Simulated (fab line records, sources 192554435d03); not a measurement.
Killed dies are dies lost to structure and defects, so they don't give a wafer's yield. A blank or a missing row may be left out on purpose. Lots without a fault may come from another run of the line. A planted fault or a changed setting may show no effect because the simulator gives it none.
Chamber matching | flow n5_finfet | N5_BEOL_M14_TRENCH_ETCH_34 on rie_diel-01: 4 sister chambers
The step etches SiO2 in C4F8/O2/Ar, target depth 556.65 nm, time 126.9 s. 16 wafers are shown with their chamber, then 8 later ones without.

WAFERS WITH THEIR CHAMBER
wafer  | chamber | throttle_valve_pct (%) | rf_vpp_V (V) | oes_product_au (a.u.)
L078.1 | 3       | 30.98                  | 2202         | 0.68
L078.2 | 1       | 30.64                  | 2174         | 0.80
L078.3 | 2       | 30.93                  | 2172         | 0.86
L080.2 | 2       | 30.94                  | 2172         | 0.86
L080.4 | 0       | 30.57                  | 2233         | 0.71
L080.5 | 0       | 30.58                  | 2233         | 0.71
L081.1 | 2       | 30.95                  | 2170         | 0.85
L081.4 | 1       | 30.65                  | 2174         | 0.81
L081.5 | 3       | 31.01                  | 2203         | 0.67
L086.3 | 3       | 31.03                  | 2201         | 0.67
L086.4 | 0       | 30.51                  | 2271         | 0.95
L086.6 | 3       | 31.03                  | 2202         | 0.67
L088.1 | 3       | 31.03                  | 2201         | 0.67
L088.4 | 2       | 30.98                  | 2169         | 0.84
L088.5 | 2       | 30.97                  | 2171         | 0.84
L092.2 | 1       | 30.65                  | 2174         | 0.78

SIGNATURES (means of the wafers above)
reading            | chamber 0 | chamber 1 | chamber 2 | chamber 3 | scatter within a chamber
throttle_valve_pct | 30.5533   | 30.6467   | 30.9540   | 31.0160   | 0.0234
rf_vpp_V           | 2245.67   | 2174.00   | 2170.80   | 2201.80   | 9
oes_product_au     | 0.7900    | 0.7967    | 0.8500    | 0.6720    | 0.0573
Rule: a wafer's distance from a chamber is the root of the sum, over the readings, of the square of ((its reading less the chamber's mean) divided by the reading's scatter). The wafer belongs to the nearest chamber; if the next one is less than 2 further off, it can't be placed. The scatter: the root of (the sum of the squares of (reading less its chamber's mean) over the shown wafers, divided by (wafers less chambers)).

WAFERS WITHOUT THEIR CHAMBER
wafer  | throttle_valve_pct (%) | rf_vpp_V (V) | oes_product_au (a.u.)
L092.4 | 30.66                  | 2173         | 0.78
L092.5 | 30.50                  | 2269         | 0.93
L095.1 | 30.97                  | 2168         | 0.82
L095.3 | 30.53                  | 2270         | 0.90
L095.6 | 30.68                  | 2173         | 0.77
L096.2 | 30.53                  | 2269         | 0.90
L096.3 | 30.69                  | 2172         | 0.77
L096.5 | 30.52                  | 2270         | 0.91

WHICH CHAMBER EACH WENT THROUGH
wafer  | from the rows above | in truth
L092.4 | 1                   | 1
L092.5 | 0                   | 0
L095.1 | 2                   | 2
L095.3 | 0                   | 0
L095.6 | 1                   | 1
L096.2 | 0                   | 0
L096.3 | 1                   | 1
L096.5 | 0                   | 0
Placed correctly: 8 of 8. Can't be placed from these rows: 0. Placed wrongly: 0.
